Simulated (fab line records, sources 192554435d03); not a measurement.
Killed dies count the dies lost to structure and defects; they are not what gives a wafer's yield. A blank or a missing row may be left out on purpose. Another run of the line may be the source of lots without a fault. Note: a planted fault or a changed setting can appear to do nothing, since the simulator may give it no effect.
Matching of chambers || flow n5Finfet || N5_GATE_CUT_STRIP_59 on rieDiel-06 has 4 sister chambers
The step strips in N2/H2, time 20 s. 4 wafers are shown with their chamber, then 9 later ones without.

== WAFERS, EACH WITH ITS CHAMBER ==
{"wafer": "L086.1", "chamber": 0, "drypumpMotorCurrentA (A)": 5.80}
{"wafer": "L088.1", "chamber": 3, "drypumpMotorCurrentA (A)": 5.83}
{"wafer": "L088.3", "chamber": 1, "drypumpMotorCurrentA (A)": 6.50}
{"wafer": "L088.6", "chamber": 2, "drypumpMotorCurrentA (A)": 6.05}

== WAFERS WHOSE CHAMBER IS MISSING ==
{"wafer": "L089.2", "drypumpMotorCurrentA (A)": 6.05}
{"wafer": "L089.5", "drypumpMotorCurrentA (A)": 6.06}
{"wafer": "L089.6", "drypumpMotorCurrentA (A)": 5.81}
{"wafer": "L094.1", "drypumpMotorCurrentA (A)": 6.51}
{"wafer": "L094.3", "drypumpMotorCurrentA (A)": 5.80}
{"wafer": "L094.5", "drypumpMotorCurrentA (A)": 5.79}
{"wafer": "L095.3", "drypumpMotorCurrentA (A)": 5.81}
{"wafer": "L095.4", "drypumpMotorCurrentA (A)": 6.53}
{"wafer": "L095.5", "drypumpMotorCurrentA (A)": 5.80}

== WHICH CHAMBER EACH ONE RAN IN ==
{"wafer": "L089.2", "from the rows above": 2, "in truth": 2}
{"wafer": "L089.5", "from the rows above": 2, "in truth": 2}
{"wafer": "L089.6", "from the rows above": "can't be placed: 0 or 3", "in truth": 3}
{"wafer": "L094.1", "from the rows above": 1, "in truth": 1}
{"wafer": "L094.3", "from the rows above": 0, "in truth": 0}
{"wafer": "L094.5", "from the rows above": 0, "in truth": 0}
{"wafer": "L095.3", "from the rows above": "can't be placed: 0 or 3", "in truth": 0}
{"wafer": "L095.4", "from the rows above": 1, "in truth": 1}
{"wafer": "L095.5", "from the rows above": 0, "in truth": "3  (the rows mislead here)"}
6 of 9 placed correctly. These rows do not allow placing 2 (true chamber among the candidates in 2). Placed wrongly: 1.
How it was worked out, from the rows above alone: a wafer's distance from a chamber is the root of the sum, over the readings, of the square of ((its reading less the chamber's mean) divided by the reading's scatter). If the next closest chamber is less than 2 further off than the closest, the wafer can't be placed; otherwise it belongs to the closest. For every chamber, the mean is computed from those of its wafers that are shown. The scatter (one wafer shown for each chamber): square how far every hidden wafer sits from the nearest shown wafer, average those squares and take the square root.
